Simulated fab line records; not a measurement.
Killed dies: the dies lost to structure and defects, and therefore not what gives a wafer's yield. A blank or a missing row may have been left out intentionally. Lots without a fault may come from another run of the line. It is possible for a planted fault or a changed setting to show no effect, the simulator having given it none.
Problem report in the 8D (eight disciplines) form, filled by code -- flow n5Finfet -- the parts of the form that need people (team, actions taken, sign-off) are left out

## 1. THE ISSUE
At N5_BEOL_M0_SAQP_ETCH_83, etchRfOnTimeS averages 48.3 s over 5 wafers from 3 lots, while fault-free wafers read 64.8 s, standard deviation 0.88. Relative to the usual mean, that is a shift of -19 standard deviations.
The step: etches SiARC in CF4, target depth 39 nm, time 65 s.
The first sign was on wafer L772.1 at day 7 12:59, on rieDiel-01. Wafers with a number at this step in the record: 25, from 9 lots. The rule behind "out" and "out of limits": a value lying over 4 standard deviations away from the usual mean. Any other wafer with a number is counted as sound.

## 2. WHAT IT IS; WHAT IT IS NOT
question,is,is not
which readings at this step,etchRfOnTimeS,"drypumpMotorCurrentA, rfVppV, showerheadPlenumPTorr, throttleValvePct"
which lots,"L772, L773, L778","L765, L767, L768, L783, L784, L786"
which wafers of those lots,"L772.1, L772.6, L773.1, L778.1, L778.6","L772.3, L773.2"
read on which tools,rieDiel-01,"rieDiel-03, rieDiel-06"
when,from day 7 12:59,"up to then (10 sound wafers); but 10 sound wafers of L773, L783, L784, L786 came after"

## 3. WHAT RULES OUT EACH SUSPECT
Counting: if a tool at a process step up to the reading ran every lot that is out, it stays a suspect. Sound lots after the first of them don't rule it out here, since some wafers of a struck lot are sound.
- rieDiel-01 at N5_BEOL_M0_SAQP_DESCUM_19 (chemistry O2, time 7.9 s): kept. Ran every lot that is out, first one L772 (day 7 12:57); last sound lot up to then L768 (day 6 06:46).
- rieDiel-01 at N5_BEOL_M0_SAQP_ETCH_83 (etches SiARC in CF4, target depth 39 nm, time 65 s): kept. Ran every lot that is out, first one L772 (day 7 12:59); last sound lot up to then L768 (day 6 06:48). On those wafers its own readings are out: etchRfOnTimeS.
Remaining after the count are rieDiel-01 at N5_BEOL_M0_SAQP_DESCUM_19 and rieDiel-01 at N5_BEOL_M0_SAQP_ETCH_83.

## 4. THE CAUSE (what the simulator had put in)
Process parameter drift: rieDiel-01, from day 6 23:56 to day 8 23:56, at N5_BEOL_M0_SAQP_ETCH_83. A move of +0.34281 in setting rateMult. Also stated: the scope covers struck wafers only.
This tool is one of the 2 suspects left after counting.

## 5. SEQUENCE OF EFFECTS, ordered by route
One row per reading whose mean, taken over the struck wafers that have a number, lies over 3 standard deviations from the usual. Readings are gone through only where the record gives a usual standard deviation; hours: the median, over the lots, of the time from a lot's start at the first step in this table giving one to that lot's start at this step; sigmas: the change measured in usual standard deviations.
hours,step,reading,usual,on struck wafers,change,sigmas
0,N5_BEOL_M0_SAQP_ETCH_83,etchRfOnTimeS,64.8 s,48.3,-16.5,-19
Process steps it contains:
- N5_BEOL_M0_SAQP_ETCH_83: etches SiARC in CF4, target depth 39 nm, time 65 s.
Later measuring or inspecting steps at which every struck wafer that the step has a row for has a number for every such reading, and none has moved that far: N5_BEOL_M4_RC_MEAS_101.

## 6. HOW IT WOULD HAVE BEEN CAUGHT EARLIER
First out-of-limits reading in this record: day 7 12:59, which is 13 hours after fault onset at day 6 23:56.
